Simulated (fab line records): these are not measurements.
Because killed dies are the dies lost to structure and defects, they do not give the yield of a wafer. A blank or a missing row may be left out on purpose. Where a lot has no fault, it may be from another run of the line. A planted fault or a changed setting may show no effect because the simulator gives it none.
Chamber matching || flow n5 finfet || 3 sister chambers for N5_BEOL_M5_CO_CAP_78 on cvd co-02
The step material Co, precursor CCTBA/H2, target thk 2 nm, time 102.1 s. 36 wafers are shown with their chamber, then 12 later ones without.

## WAFERS, EACH WITH ITS CHAMBER
{"wafer": "L074.3", "chamber": 1, "heater power w (W)": 238, "chamber pressure Torr (Torr)": 29.97}
{"wafer": "L074.4", "chamber": 2, "heater power w (W)": 229, "chamber pressure Torr (Torr)": 29.98}
{"wafer": "L074.5", "chamber": 0, "heater power w (W)": 258, "chamber pressure Torr (Torr)": 30.02}
{"wafer": "L076.1", "chamber": 0, "heater power w (W)": 257, "chamber pressure Torr (Torr)": 29.89}
{"wafer": "L076.4", "chamber": 2, "heater power w (W)": 231, "chamber pressure Torr (Torr)": 29.92}
{"wafer": "L076.6", "chamber": 1, "heater power w (W)": 241, "chamber pressure Torr (Torr)": 29.99}
{"wafer": "L078.1", "chamber": 0, "heater power w (W)": 259, "chamber pressure Torr (Torr)": 29.99}
{"wafer": "L078.3", "chamber": 1, "heater power w (W)": 246, "chamber pressure Torr (Torr)": 30.06}
{"wafer": "L078.4", "chamber": 0, "heater power w (W)": 262, "chamber pressure Torr (Torr)": 30.11}
{"wafer": "L080.1", "chamber": 2, "heater power w (W)": 233, "chamber pressure Torr (Torr)": 30.02}
{"wafer": "L080.2", "chamber": 1, "heater power w (W)": 250, "chamber pressure Torr (Torr)": 29.94}
{"wafer": "L080.5", "chamber": 2, "heater power w (W)": 231, "chamber pressure Torr (Torr)": 30.12}
{"wafer": "L082.3", "chamber": 0, "heater power w (W)": 258, "chamber pressure Torr (Torr)": 30.04}
{"wafer": "L082.5", "chamber": 0, "heater power w (W)": 261, "chamber pressure Torr (Torr)": 30.02}
{"wafer": "L082.6", "chamber": 2, "heater power w (W)": 232, "chamber pressure Torr (Torr)": 30.10}
{"wafer": "L084.3", "chamber": 1, "heater power w (W)": 241, "chamber pressure Torr (Torr)": 29.83}
{"wafer": "L084.5", "chamber": 1, "heater power w (W)": 240, "chamber pressure Torr (Torr)": 29.89}
{"wafer": "L084.6", "chamber": 0, "heater power w (W)": 264, "chamber pressure Torr (Torr)": 30.04}
{"wafer": "L092.2", "chamber": 1, "heater power w (W)": 233, "chamber pressure Torr (Torr)": 30.02}
{"wafer": "L092.3", "chamber": 2, "heater power w (W)": 231, "chamber pressure Torr (Torr)": 29.95}
{"wafer": "L092.4", "chamber": 1, "heater power w (W)": 250, "chamber pressure Torr (Torr)": 30.01}
{"wafer": "L088.3", "chamber": 1, "heater power w (W)": 244, "chamber pressure Torr (Torr)": 30.04}
{"wafer": "L088.5", "chamber": 0, "heater power w (W)": 260, "chamber pressure Torr (Torr)": 30.02}
{"wafer": "L088.6", "chamber": 2, "heater power w (W)": 234, "chamber pressure Torr (Torr)": 30.02}
{"wafer": "L087.3", "chamber": 1, "heater power w (W)": 239, "chamber pressure Torr (Torr)": 30.07}
{"wafer": "L087.4", "chamber": 0, "heater power w (W)": 261, "chamber pressure Torr (Torr)": 30.00}
{"wafer": "L087.6", "chamber": 1, "heater power w (W)": 234, "chamber pressure Torr (Torr)": 30.05}
{"wafer": "L090.2", "chamber": 2, "heater power w (W)": 232, "chamber pressure Torr (Torr)": 29.91}
{"wafer": "L090.4", "chamber": 0, "heater power w (W)": 265, "chamber pressure Torr (Torr)": 30.09}
{"wafer": "L090.5", "chamber": 2, "heater power w (W)": 235, "chamber pressure Torr (Torr)": 30.12}
{"wafer": "L091.1", "chamber": 2, "heater power w (W)": 229, "chamber pressure Torr (Torr)": 29.95}
{"wafer": "L091.3", "chamber": 0, "heater power w (W)": 270, "chamber pressure Torr (Torr)": 29.96}
{"wafer": "L091.4", "chamber": 2, "heater power w (W)": 227, "chamber pressure Torr (Torr)": 29.81}
{"wafer": "L079.1", "chamber": 0, "heater power w (W)": 267, "chamber pressure Torr (Torr)": 29.85}
{"wafer": "L079.2", "chamber": 2, "heater power w (W)": 230, "chamber pressure Torr (Torr)": 30.04}
{"wafer": "L079.6", "chamber": 2, "heater power w (W)": 226, "chamber pressure Torr (Torr)": 30.01}

SIGNATURES (means of the wafers above)
{"reading": "heater power w", "chamber 0": 261.83, "chamber 1": 241.45, "chamber 2": 230.77, "scatter within a chamber": 4.17}
{"reading": "chamber pressure Torr", "chamber 0": 30.0025, "chamber 1": 29.9882, "chamber 2": 29.9962, "scatter within a chamber": 0.0807}
Rule: distance of a wafer from a chamber = root of the sum over the readings of ((wafer's reading minus chamber's mean) / reading's scatter) squared. The wafer belongs to the nearest chamber; if the next one is less than 2 further off, it can't be placed. The scatter: the root of (the sum of the squares of (reading less its chamber's mean) over the shown wafers, divided by (wafers less chambers)).

## WAFERS WITH NO CHAMBER GIVEN
{"wafer": "L097.1", "heater power w (W)": 226, "chamber pressure Torr (Torr)": 29.97}
{"wafer": "L097.2", "heater power w (W)": 240, "chamber pressure Torr (Torr)": 29.96}
{"wafer": "L097.6", "heater power w (W)": 231, "chamber pressure Torr (Torr)": 29.95}
{"wafer": "L096.1", "heater power w (W)": 234, "chamber pressure Torr (Torr)": 29.94}
{"wafer": "L096.3", "heater power w (W)": 238, "chamber pressure Torr (Torr)": 29.99}
{"wafer": "L096.6", "heater power w (W)": 226, "chamber pressure Torr (Torr)": 29.96}
{"wafer": "L094.1", "heater power w (W)": 237, "chamber pressure Torr (Torr)": 29.94}
{"wafer": "L094.2", "heater power w (W)": 267, "chamber pressure Torr (Torr)": 30.00}
{"wafer": "L094.6", "heater power w (W)": 235, "chamber pressure Torr (Torr)": 29.96}
{"wafer": "L095.1", "heater power w (W)": 261, "chamber pressure Torr (Torr)": 30.10}
{"wafer": "L095.4", "heater power w (W)": 242, "chamber pressure Torr (Torr)": 29.97}
{"wafer": "L095.6", "heater power w (W)": 227, "chamber pressure Torr (Torr)": 29.95}

## WHICH CHAMBER EACH WENT THROUGH
{"wafer": "L097.1", "from the rows above": 2, "in truth": 2}
{"wafer": "L097.2", "from the rows above": "can't be placed: 1 or 2", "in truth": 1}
{"wafer": "L097.6", "from the rows above": "can't be placed: 2 or 1", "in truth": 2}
{"wafer": "L096.1", "from the rows above": "can't be placed: 2 or 1", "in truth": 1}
{"wafer": "L096.3", "from the rows above": "can't be placed: 1 or 2", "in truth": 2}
{"wafer": "L096.6", "from the rows above": 2, "in truth": 2}
{"wafer": "L094.1", "from the rows above": "can't be placed: 1 or 2", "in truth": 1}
{"wafer": "L094.2", "from the rows above": 0, "in truth": 0}
{"wafer": "L094.6", "from the rows above": "can't be placed: 2 or 1", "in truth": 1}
{"wafer": "L095.1", "from the rows above": 0, "in truth": 0}
{"wafer": "L095.4", "from the rows above": 1, "in truth": 1}
{"wafer": "L095.6", "from the rows above": 2, "in truth": 2}
6 of 12 placed correctly. Can't be placed from these rows: 6 (the true chamber is among the candidates in 6). 0 placed wrongly.
